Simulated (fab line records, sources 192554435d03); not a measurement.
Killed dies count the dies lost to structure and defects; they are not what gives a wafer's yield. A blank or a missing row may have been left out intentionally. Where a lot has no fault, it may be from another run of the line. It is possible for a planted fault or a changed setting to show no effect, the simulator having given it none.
Split-lot trial | flow n5-finfet | route with 1938 steps; 7 lots, 21 wafers read

== SPLIT DETAILS ==
At N5_BEOL_M11_ETCH_66 (etches SOC in N2/H2, target depth 120 nm, overetch 24 nm, time 180 s), the setting time-s was moved away from the recipe's 180 s on 6 of the 21 wafers read, by -15.9% to +21.1%. For the rest of the wafers, this setting stayed at what the recipe calls for.

The reading is taken at the split's own step.

== THE READING ==
SiARC_of_BEOL_M11_COAT_64.thk-nm (the simulator's own value, which no gauge read), in nm, at N5_BEOL_M11_ETCH_66 (etches SOC in N2/H2, target depth 120 nm, overetch 24 nm, time 180 s). No usual value for it is given in the file. Across the 15 wafers here that went through the recipe, the average is 22.7 nm and the standard deviation 0.24 nm.

wafer  | tool, chamber at the split | time-s as run, s | against the recipe | SiARC_of_BEOL_M11_COAT_64.thk-nm, nm | against lot-mates on the recipe
L075.1 | rie-diel-04, 2             | 180              | recipe             | 23.2                                 | -
L075.5 | rie-diel-04, 1             | 180              | recipe             | 22.6                                 | -
L075.6 | rie-diel-04, 2             | 151.4            | -15.9%             | 24.2                                 | +1.3
L077.3 | rie-diel-01, 3,2           | 180              | recipe             | 22.4                                 | -
L077.6 | rie-diel-01, 3,2           | 180              | recipe             | 22.4                                 | -
L077.5 | rie-diel-01, 1             | 217.4            | +20.8%             | 21.8                                 | -0.6
L080.1 | rie-diel-01, 2             | 180              | recipe             | 22.6                                 | -
L080.5 | rie-diel-01, 2             | 180              | recipe             | 22.6                                 | -
L080.6 | rie-diel-01, 1             | 180              | recipe             | 23                                   | -
L084.2 | rie-diel-03, 2,3           | 180              | recipe             | 22.6                                 | -
L084.5 | rie-diel-03, 2,3           | 180              | recipe             | 22.6                                 | -
L084.3 | rie-diel-03, 0             | 180              | recipe             | 22.8                                 | -
L085.1 | rie-diel-01, 1             | 180              | recipe             | 23.2                                 | -
L085.2 | rie-diel-01, 3             | 218              | +21.1%             | 20.8                                 | -2.4
L085.6 | rie-diel-01, 3             | 218              | +21.1%             | 21                                   | -2.2
L089.3 | rie-diel-04, 2             | 169.5            | -5.8%              | 23.6                                 | +0.9
L089.5 | rie-diel-04, 1             | 180              | recipe             | 22.8                                 | -
L089.6 | rie-diel-04, 0             | 180              | recipe             | 22.6                                 | -
L097.1 | rie-diel-03, 2,0           | 180              | recipe             | 22.8                                 | -
L097.2 | rie-diel-03, 2,0           | 180              | recipe             | 22.8                                 | -
L097.6 | rie-diel-03, 1             | 194.9            | +8.3%              | 21.8                                 | -1.0
If several chambers appear in one row, that row covers several wafers at once and the file leaves open which wafer was in which chamber.

FIT RESULTS
A straight line over all 21 wafers: SiARC_of_BEOL_M11_COAT_64.thk-nm changes by -0.0803 nm for each +1% of time-s; r = -0.93; the points scatter about the line by 0.3 nm.
The same after taking each lot's own level away (the mean of its wafers on the recipe; 21 wafers): -0.086 nm for each +1%; r = -0.91; scatter 0.36 nm.
According to that fit, moving time-s by its largest amount changes the reading by 1.8 nm.
The span of the lots' own levels, 22.40 to 23.20 nm, comes to 3.4 times the standard deviation stated above.
The two slopes are in agreement: the lot-to-lot level therefore moves the slope only a little.
Check: with one of the wafers moved furthest among these (+21.1%) left out of the fit, the line predicts -1.58 nm for it against its lot-mates. Against them it came out at -2.4 nm.

== ADDITIONAL SPLITS CARRIED BY THESE WAFERS ==
Other splits were also applied to these wafers ahead of the reading. Each is held against what the fit with the lots' levels taken away leaves over:
other split on the same wafers | wafers away from the commonest value | r with SiARC_of_BEOL_M11_COAT_64.thk-nm (lot level and that fit taken away)
N5_BEOL_M10_EXPOSE_25 dose-mj  | 5                                    | +0.24
N5_BEOL_M11_COAT_59 spin-rpm   | 8                                    | -0.21
N5_BEOL_M11_COAT_60 spin-rpm   | 4                                    | +0.17

== FILE'S OWN FIT ==
SiARC_of_BEOL_M11_COAT_64.thk-nm changes by -0.0773 nm for each +1% of time-s, r = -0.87.
